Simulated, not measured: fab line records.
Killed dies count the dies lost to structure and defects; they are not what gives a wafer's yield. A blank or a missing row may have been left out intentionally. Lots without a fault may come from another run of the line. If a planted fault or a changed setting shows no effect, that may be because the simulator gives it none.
Problem report in the 8D (eight disciplines) form, filled by code | flow n5-finfet | the parts of the form that need people (team, actions taken, sign-off) are left out

== 1. THE PROBLEM ==
Mean of spin-speed-rpm at N5_BEOL_M13_COAT_22: 3367.2 rpm across 6 wafers in 2 lots; on wafers with no fault it is 2887.8 rpm (standard deviation 2.1). That is +99 or more standard deviations from the usual mean.
The step: resist thk 300 nm.
First seen on wafer L301.1, day 12 07:49, on litho-track-03. At this step, 12 wafers from 4 lots have a number in the record. By rule, "out" or "out of limits" means more than 4 standard deviations away from the usual mean. All remaining wafers that have a number are taken as sound.

== 2. WHAT IT IS AND WHAT IT IS NOT ==
question                    | is                     | is not
which readings at this step | spin-speed-rpm         | -
which lots                  | L301, L302             | L310, L316
which wafers of those lots  | all that have a number | -
read on which tools         | litho-track-03         | litho-track-02
when                        | from day 12 07:49      | up to then (0 sound wafers); but 6 sound wafers of L310, L316 came after

== 3. THE SUSPECTS, EACH WITH WHAT RULES IT OUT ==
Counting: a tool stays on the suspect list if, at a process step up to the reading, it processed all lots that are out and no sound lot following the first of them.
- litho-track-03 at N5_BEOL_M13_COAT_22 (resist thk 300 nm): ruled out as a lasting fault. After its first lot that is out, L301 (day 12 07:49), sound lots L310 ran on it.
Left after counting: nothing in the record.

== 4. THE CAUSE (what the simulator had put in) ==
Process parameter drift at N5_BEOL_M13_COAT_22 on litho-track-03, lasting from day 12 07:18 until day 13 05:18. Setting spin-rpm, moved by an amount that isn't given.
Counting ruled it out, wrongly.

== 5. THE EFFECT CHAIN, in route order ==
Each row: a reading whose mean over the struck wafers that have a number lies more than 3 standard deviations from the usual. Readings are gone through only where the record gives a usual standard deviation; hours: the median, over the lots, of the time from a lot's start at the first step in this table giving one to that lot's start at this step; sigmas: the change measured in usual standard deviations.
hours | step                | reading        | usual      | on struck wafers | change | sigmas
0     | N5_BEOL_M13_COAT_22 | spin-speed-rpm | 2887.8 rpm | 3367.2           | +479.3 | +99 or more
Here are the process steps it includes:
- N5_BEOL_M13_COAT_22: resist thk 300 nm.

== 6. WHAT WOULD HAVE CAUGHT IT SOONER ==
In this record the first reading out of limits was taken at day 12 07:49, 1 hour after the fault began at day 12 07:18.
